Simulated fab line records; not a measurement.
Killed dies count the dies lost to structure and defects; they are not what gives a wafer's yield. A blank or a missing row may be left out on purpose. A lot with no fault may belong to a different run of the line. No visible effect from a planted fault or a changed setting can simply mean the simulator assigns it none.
fab line records + flow nand-harc
[record]
- lots = 13
- wafers = 39
- last-day = 34
route steps=1302 shown P_BONDPAD@381 A_SOURCE_PLATE@420 A_ONON_D1@425
lots with no fault: from the same line, run without faults
start-h: start of the lot's first displayed wafer, in hours after the record's first day + wait-h: how many hours have passed since the lot's step before this one + " as in the row above + L1.1+2: one row covering several wafers at once + - no value, or no start given + * or withheld: withheld + < > ~ a bound
route shown NAME@n: NAME is a module with steps in the file, n the number in the route of the first one + usual: mean/standard deviation of fault-free wafers + same: alike in all rows + chamber/n: place in a boat + sites: readings site by site + _std_site: how widely they spread, as a standard deviation + _edge_site: outer sites' mean less inner sites' + radius-mm: for every site, how far away it sits from the centre of the wafer + mask NAME#n: copy n + behind: the tool/chamber that last shaped the wafer + hold: the reason the lot was held/the length of the hold in hours/how it ended + device: which transistor (n, p or np) failed to switch + end of line: the tests these same wafers got at the end of their route + a step with no rows: only its recipe + killed: the dies lost at the first sort to structure and to defects; this is not the yield of the wafer + map: a wafer's dies, marking killed ones x, the rest . and places with no die _
set.NAME: the run value of the setting; set.NAME@STEP: its run value at that earlier step + model.NAME: the simulator's own value behind a step, which no gauge read
steps of the route over a sample of lots; a table a step, a row a wafer
services: when a tool's chamber went out of use (start-h, in hours from the record's first day, below 0 if earlier), for how many hours, and the reason
[[steps]]
[step NHARC_P_BONDPAD_THK_MEAS_20]
[recipe]
- thk-meas-gauge = xrf
[usual]
- thk-nm = 160.5/1.1
| lot.wafer | tool          | chamber | start-h | wait-h | thk-nm |
|-----------|---------------|---------|---------|--------|--------|
| L118.1    | film-metro-01 | -       | 136.16  | -      | 160.9  |
| L118.2    | "             | -       | "       | "      | 160.2  |
| L118.5    | "             | -       | "       | "      | 160.0  |
| L119.4    | film-metro-01 | -       | 148.88  | -      | 161.4  |
| L119.5    | "             | -       | "       | "      | 160.9  |
| L119.6    | "             | -       | "       | "      | 159.6  |
| L120.3    | film-metro-01 | -       | 154.14  | -      | 160.6  |
| L120.4    | "             | -       | "       | "      | 160.3  |
| L120.6    | "             | -       | "       | "      | 158.7  |
| L124.3    | film-metro-01 | -       | 198.34  | -      | 159.1  |
| L124.4    | "             | -       | "       | "      | 159.6  |
| L124.6    | "             | -       | "       | "      | 160.3  |
| L127.1    | film-metro-02 | -       | 232.82  | -      | 159.3  |
| L127.2    | "             | -       | "       | "      | 160.5  |
| L127.6    | "             | -       | "       | "      | 159.5  |
| L128.2    | film-metro-01 | -       | 244.30  | -      | 158.0  |
| L128.3    | "             | -       | "       | "      | 160.3  |
| L128.4    | "             | -       | "       | "      | 162.2  |
| L132.3    | film-metro-02 | -       | 284.42  | -      | 159.1  |
| L132.5    | "             | -       | "       | "      | 161.1  |
| L132.6    | "             | -       | "       | "      | 158.7  |
| L134.1    | film-metro-01 | -       | 301.80  | -      | 160.9  |
| L134.2    | "             | -       | "       | "      | 160.6  |
| L134.5    | "             | -       | "       | "      | 160.6  |
| L135.2    | film-metro-02 | -       | 310.70  | -      | 160.9  |
| L135.4    | "             | -       | "       | "      | 160.0  |
| L135.5    | "             | -       | "       | "      | 161.2  |
| L138.3    | film-metro-02 | -       | 339.93  | -      | 161.2  |
| L138.4    | "             | -       | "       | "      | 160.6  |
| L138.5    | "             | -       | "       | "      | 159.8  |
| L139.2    | film-metro-02 | -       | 353.93  | -      | 162.3  |
| L139.4    | "             | -       | "       | "      | 162.4  |
| L139.6    | "             | -       | "       | "      | 159.7  |
| L140.2    | film-metro-02 | -       | 362.91  | -      | 160.5  |
| L140.4    | "             | -       | "       | "      | 160.3  |
| L140.6    | "             | -       | "       | "      | 160.6  |
| L141.4    | film-metro-02 | -       | 365.93  | -      | 160.5  |
| L141.5    | "             | -       | "       | "      | 158.7  |
| L141.6    | "             | -       | "       | "      | 160.3  |
[step NHARC_A_SOURCE_PLATE_THK_MEAS_06]
[recipe]
- thk-meas-gauge = ellipsometry
[usual]
- thk-nm = 200.2/2
| lot.wafer | tool          | chamber | start-h | wait-h | thk-nm |
|-----------|---------------|---------|---------|--------|--------|
| L118.1    | film-metro-01 | -       | 160.97  | 0.4    | 199.4  |
| L118.2    | "             | -       | "       | "      | 198.0  |
| L118.5    | "             | -       | "       | "      | 200.7  |
| L119.4    | film-metro-01 | -       | 172.10  | 0.4    | 203.4  |
| L119.5    | "             | -       | "       | "      | 200.1  |
| L119.6    | "             | -       | "       | "      | 200.3  |
| L120.3    | film-metro-02 | -       | 179.73  | 0.4    | 199.9  |
| L120.4    | "             | -       | "       | "      | 202.0  |
| L120.6    | "             | -       | "       | "      | 202.5  |
| L124.3    | film-metro-01 | -       | 221.59  | 0.4    | 198.1  |
| L124.4    | "             | -       | "       | "      | 199.2  |
| L124.6    | "             | -       | "       | "      | 198.8  |
| L127.1    | film-metro-01 | -       | 257.75  | 0.4    | 200.0  |
| L127.2    | "             | -       | "       | "      | 200.2  |
| L127.6    | "             | -       | "       | "      | 201.1  |
| L128.2    | film-metro-02 | -       | 267.13  | 0.4    | 200.0  |
| L128.3    | "             | -       | "       | "      | 201.9  |
| L128.4    | "             | -       | "       | "      | 200.1  |
| L132.3    | film-metro-02 | -       | 304.71  | 0.4    | 200.6  |
| L132.5    | "             | -       | "       | "      | 200.6  |
| L132.6    | "             | -       | "       | "      | 197.4  |
| L134.1    | film-metro-01 | -       | 325.69  | 0.4    | 202.3  |
| L134.2    | "             | -       | "       | "      | 199.8  |
| L134.5    | "             | -       | "       | "      | 202.9  |
| L135.2    | film-metro-01 | -       | 333.95  | 0.4    | 201.0  |
| L135.4    | "             | -       | "       | "      | 201.4  |
| L135.5    | "             | -       | "       | "      | 201.7  |
| L138.3    | film-metro-01 | -       | 364.27  | 0.4    | 199.7  |
| L138.4    | "             | -       | "       | "      | 200.8  |
| L138.5    | "             | -       | "       | "      | 203.7  |
| L139.2    | film-metro-01 | -       | 377.02  | 0.4    | 197.0  |
| L139.4    | "             | -       | "       | "      | 197.9  |
| L139.6    | "             | -       | "       | "      | 196.0  |
| L140.2    | film-metro-01 | -       | 388.27  | 0.4    | 199.5  |
| L140.4    | "             | -       | "       | "      | 202.1  |
| L140.6    | "             | -       | "       | "      | 199.6  |
| L141.4    | film-metro-02 | -       | 388.27  | 0.4    | 198.9  |
| L141.5    | "             | -       | "       | "      | 198.9  |
| L141.6    | "             | -       | "       | "      | 198.8  |
[step NHARC_A_ONON_D1_THK_MEAS_02]
[recipe]
- thk-meas-gauge = ellipsometry
[usual]
- thk-nm = 1000/7.9
| lot.wafer | tool          | chamber | start-h | wait-h | thk-nm |
|-----------|---------------|---------|---------|--------|--------|
| L118.1    | film-metro-02 | -       | 161.61  | -      | 1014   |
| L118.2    | "             | -       | "       | "      | 1013   |
| L118.5    | "             | -       | "       | "      | 1016   |
| L119.4    | film-metro-01 | -       | 172.74  | -      | 1009   |
| L119.5    | "             | -       | "       | "      | 1008   |
| L119.6    | "             | -       | "       | "      | 1010   |
| L120.3    | film-metro-02 | -       | 180.40  | -      | 1001   |
| L120.4    | "             | -       | "       | "      | 1003   |
| L120.6    | "             | -       | "       | "      | 1003   |
| L124.3    | film-metro-01 | -       | 222.26  | -      | 1003   |
| L124.4    | "             | -       | "       | "      | 1002   |
| L124.6    | "             | -       | "       | "      | 1002   |
| L127.1    | film-metro-01 | -       | 258.43  | -      | 992    |
| L127.2    | "             | -       | "       | "      | 996    |
| L127.6    | "             | -       | "       | "      | 995    |
| L128.2    | film-metro-02 | -       | 267.77  | -      | 986    |
| L128.3    | "             | -       | "       | "      | 987    |
| L128.4    | "             | -       | "       | "      | 987    |
| L132.3    | film-metro-01 | -       | 305.37  | -      | 992    |
| L132.5    | "             | -       | "       | "      | 992    |
| L132.6    | "             | -       | "       | "      | 992    |
| L134.1    | film-metro-02 | -       | 326.36  | -      | 1009   |
| L134.2    | "             | -       | "       | "      | 1012   |
| L134.5    | "             | -       | "       | "      | 1008   |
| L135.2    | film-metro-01 | -       | 334.63  | -      | 998    |
| L135.4    | "             | -       | "       | "      | 998    |
| L135.5    | "             | -       | "       | "      | 996    |
| L138.3    | film-metro-01 | -       | 364.96  | -      | 1000   |
| L138.4    | "             | -       | "       | "      | 1002   |
| L138.5    | "             | -       | "       | "      | 1002   |
| L139.2    | film-metro-01 | -       | 377.67  | -      | 997    |
| L139.4    | "             | -       | "       | "      | 997    |
| L139.6    | "             | -       | "       | "      | 998    |
| L140.2    | film-metro-02 | -       | 388.93  | -      | 999    |
| L140.4    | "             | -       | "       | "      | 999    |
| L140.6    | "             | -       | "       | "      | 999    |
| L141.4    | film-metro-01 | -       | 388.94  | -      | 1002   |
| L141.5    | "             | -       | "       | "      | 1004   |
| L141.6    | "             | -       | "       | "      | 1005   |
[step NHARC_A_ONON_D1_DEP_33]
[recipe]
- target-thk-a = 2000
- temp-c = 400
- pressure-torr = 6.5
- rf-w = 900
- teos-flow-sccm = 161.4
- flow-sccm = 2650
- target-thk-nm = 200
- gas = O2
- material = SiO2
[usual]
- heater-power-w = 534/120
- rf-fwd-power-W = 898/3
- showerhead-vpp-V = 1902/66
- throttle-valve-pct = 15.9/0.48
| lot.wafer | tool     | chamber | start-h | wait-h | heater-power-w | rf-fwd-power-W | showerhead-vpp-V | throttle-valve-pct |
|-----------|----------|---------|---------|--------|----------------|----------------|------------------|--------------------|
| L118.1    | pecvd-04 | 0       | 175.03  | 0.1    | 461            | 899            | 1915             | 16.2               |
| L118.2    | "        | 1       | "       | "      | 834            | 895            | 1883             | 15.9               |
| L118.5    | "        | 1       | "       | "      | 672            | 901            | 1909             | 16.2               |
| L119.6    | pecvd-01 | 0       | 185.27  | 0.2    | 469            | 899            | 1900             | 15.9               |
| L119.4    | "        | 1       | "       | "      | 570            | 898            | 1789             | 14.9               |
| L119.5    | "        | 2       | "       | "      | 465            | 903            | 1904             | 15.5               |
| L120.3    | pecvd-01 | 2       | 192.96  | 0.1    | 485            | 894            | 1875             | 15.4               |
| L120.6    | "        | 0       | "       | "      | 486            | 896            | 1878             | 15.6               |
| L120.4    | "        | 1       | "       | "      | 561            | 901            | 1762             | 14.8               |
| L124.3    | pecvd-01 | 2       | 239.17  | 0.1    | 582            | 897            | 1916             | 15.4               |
| L124.6    | "        | 2       | "       | "      | 435            | 899            | 1911             | 15.4               |
| L124.4    | "        | 0       | "       | "      | 480            | 896            | 1867             | 15.7               |
| L127.2    | pecvd-01 | 0       | 270.81  | 0.1    | 423            | 1259           | 2255             | 15.8               |
| L127.1    | "        | 1       | "       | "      | 562            | 900            | 1769             | 15.0               |
| L127.6    | "        | 2       | "       | "      | 580            | 898            | 1932             | 15.5               |
| L128.3    | pecvd-01 | 0       | 280.16  | 0.1    | 378            | 1263           | 2283             | 16.0               |
| L128.2    | "        | 1       | "       | "      | 556            | 897            | 1768             | 15.0               |
| L128.4    | "        | 2       | "       | "      | 558            | 901            | 1879             | 15.6               |
| L132.3    | pecvd-02 | 1       | 318.56  | 0.1    | 551            | 898            | 2028             | 16.2               |
| L132.6    | "        | 1       | "       | "      | 580            | 899            | 2019             | 16.3               |
| L132.5    | "        | 2       | "       | "      | 509            | 897            | 1849             | 15.2               |
| L134.2    | pecvd-02 | 1       | 342.07  | 0.1    | 535            | 903            | 2032             | 16.2               |
| L134.1    | "        | 2       | "       | "      | 455            | 900            | 1823             | 15.3               |
| L134.5    | "        | 1       | "       | "      | 542            | 902            | 2008             | 16.6               |
| L135.2    | pecvd-02 | 2       | 347.06  | 0.1    | 536            | 900            | 1804             | 15.1               |
| L135.5    | "        | 2       | "       | "      | 540            | 899            | 1826             | 15.4               |
| L135.4    | "        | 0       | "       | "      | 456            | 897            | 1820             | 15.4               |
| L138.3    | pecvd-04 | 0       | 377.35  | 0.1    | 370            | 898            | 1992             | 16.6               |
| L138.5    | "        | 1       | "       | "      | 794            | 892            | 1930             | 16.0               |
| L138.4    | "        | 2       | "       | "      | 449            | 898            | 1932             | 16.4               |
| L139.2    | pecvd-04 | 1       | 390.10  | 0.1    | 783            | 895            | 1904             | 15.8               |
| L139.6    | "        | 0       | "       | "      | 444            | 903            | 1949             | 16.6               |
| L139.4    | "        | 1       | "       | "      | 792            | 894            | 1911             | 15.9               |
| L140.2    | pecvd-04 | 1       | 402.17  | 0.1    | 799            | 898            | 1903             | 15.8               |
| L140.6    | "        | 2       | "       | "      | 427            | 896            | 1937             | 16.0               |
| L140.4    | "        | 0       | "       | "      | 450            | 893            | 1899             | 16.8               |
| L141.4    | pecvd-01 | 2       | 402.33  | 0.2    | 499            | 902            | 1959             | 15.5               |
| L141.6    | "        | 0       | "       | "      | 483            | 899            | 1884             | 15.9               |
| L141.5    | "        | 1       | "       | "      | 454            | 896            | 1807             | 15.2               |
[step NHARC_A_ONON_D1_THK_MEAS_34]
[recipe]
- thk-meas-gauge = ellipsometry
[usual]
- thk-nm = 200.4/2.7
| lot.wafer | tool          | chamber | start-h | wait-h | thk-nm |
|-----------|---------------|---------|---------|--------|--------|
| L118.1    | film-metro-02 | -       | 175.45  | -      | 201.9  |
| L118.2    | "             | -       | "       | "      | 199.3  |
| L118.5    | "             | -       | "       | "      | 203.5  |
| L119.4    | film-metro-02 | -       | 185.55  | -      | 202.2  |
| L119.5    | "             | -       | "       | "      | 202.1  |
| L119.6    | "             | -       | "       | "      | 203.2  |
| L120.3    | film-metro-02 | -       | 193.37  | -      | 199.8  |
| L120.4    | "             | -       | "       | "      | 203.4  |
| L120.6    | "             | -       | "       | "      | 201.0  |
| L124.3    | film-metro-02 | -       | 239.59  | -      | 198.1  |
| L124.4    | "             | -       | "       | "      | 200.3  |
| L124.6    | "             | -       | "       | "      | 201.1  |
| L127.1    | film-metro-01 | -       | 271.22  | -      | 200.7  |
| L127.2    | "             | -       | "       | "      | 222.3  |
| L127.6    | "             | -       | "       | "      | 204.0  |
| L128.2    | film-metro-02 | -       | 280.57  | -      | 200.3  |
| L128.3    | "             | -       | "       | "      | 218.9  |
| L128.4    | "             | -       | "       | "      | 202.5  |
| L132.3    | film-metro-02 | -       | 318.93  | -      | 194.1  |
| L132.5    | "             | -       | "       | "      | 203.2  |
| L132.6    | "             | -       | "       | "      | 199.7  |
| L134.1    | film-metro-02 | -       | 342.44  | -      | 202.0  |
| L134.2    | "             | -       | "       | "      | 198.4  |
| L134.5    | "             | -       | "       | "      | 201.5  |
| L135.2    | film-metro-01 | -       | 347.43  | -      | 201.2  |
| L135.4    | "             | -       | "       | "      | 201.6  |
| L135.5    | "             | -       | "       | "      | 204.8  |
| L138.3    | film-metro-01 | -       | 377.77  | -      | 200.2  |
| L138.4    | "             | -       | "       | "      | 204.1  |
| L138.5    | "             | -       | "       | "      | 202.7  |
| L139.2    | film-metro-01 | -       | 390.47  | -      | 196.0  |
| L139.4    | "             | -       | "       | "      | 201.2  |
| L139.6    | "             | -       | "       | "      | 200.9  |
| L140.2    | film-metro-02 | -       | 402.58  | -      | 201.5  |
| L140.4    | "             | -       | "       | "      | 198.9  |
| L140.6    | "             | -       | "       | "      | 203.6  |
| L141.4    | film-metro-01 | -       | 402.60  | -      | 200.2  |
| L141.5    | "             | -       | "       | "      | 200.5  |
| L141.6    | "             | -       | "       | "      | 200.0  |
[[services]]
| tool     | chamber | start-h | hours | kind       |
|----------|---------|---------|-------|------------|
| pecvd-02 | 2       | 161.79  | 4.9   | repair     |
| pecvd-01 | 0       | 196.46  | 4.7   | repair     |
| pecvd-02 | -       | 227.00  | 13.0  | pm         |
| pecvd-01 | 1       | 228.33  | 4.8   | repair     |
| pecvd-02 | 0       | 243.45  | 3.8   | repair     |
| pecvd-04 | -       | 269.21  | 13.0  | pm         |
| pecvd-04 | 0       | 269.21  | 13.0  | vent-cycle |
| pecvd-04 | 1       | 269.21  | 13.0  | vent-cycle |
| pecvd-04 | 2       | 269.21  | 13.0  | vent-cycle |
| pecvd-04 | 0       | 282.21  | -     | clean      |
| pecvd-04 | 1       | 282.21  | -     | clean      |
| pecvd-04 | 2       | 282.21  | -     | clean      |
| pecvd-01 | -       | 311.00  | 13.0  | pm         |
| pecvd-01 | 0       | 311.00  | 13.0  | vent-cycle |
| pecvd-01 | 1       | 311.00  | 13.0  | vent-cycle |
| pecvd-01 | 2       | 311.00  | 13.0  | vent-cycle |
| pecvd-01 | 0       | 324.00  | -     | clean      |
| pecvd-01 | 1       | 324.00  | -     | clean      |
| pecvd-01 | 2       | 324.00  | -     | clean      |
| pecvd-04 | 1       | 335.67  | 6.0   | repair     |
| pecvd-02 | -       | 348.97  | 2.1   | repair     |
| pecvd-04 | 0       | 349.79  | 13.8  | repair     |
| pecvd-04 | -       | 351.35  | 3.0   | repair     |
| pecvd-01 | -       | 372.79  | 1.0   | repair     |
[[key]]
[first-sign]
- step = NHARC_A_ONON_D1_DEP_33
- reading = rf-fwd-power-W
- direction = up
- sigmas = 99+
- usual = *
- struck = *
[effect]
- step = NHARC_A_ONON_D1_DEP_33
- reading = showerhead-vpp-V
- direction = up
- sigmas = 5.6
- usual = 1902
- struck = 2269
[effect]
- step = NHARC_A_ONON_D1_THK_MEAS_34
- reading = thk-nm
- direction = up
- sigmas = 7.4
- usual = 200.4
- struck = 220.6
met-at NHARC_A_ONON_D1_DEP_33
struck-lots L127,L128
struck-wafers L127.2,L128.3
tester-left-out L127,L128
not-acting-at NHARC_P_BONDPAD_THK_MEAS_20,NHARC_A_SOURCE_PLATE_THK_MEAS_06,NHARC_A_ONON_D1_THK_MEAS_02
onset-between 239.17 270.81
[fault]
- kind = process-parameter-drift
- tool = pecvd-01
- chamber = 0
- onset-h = 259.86
- steps = NHARC_A_ONON_D1_DEP_33
- channel = rf-w
- offset = *
- shape = step
- end-h = 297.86
- acts-in = *
- stated = *
// tester-left-out: of these lots the tester's yield and bins aren't shown, on N5 and GAA mostly nor the transistor test; their killed dies are dies lost to structure and defects alone, not to doping, threshold or leakage, so they don't give the yield
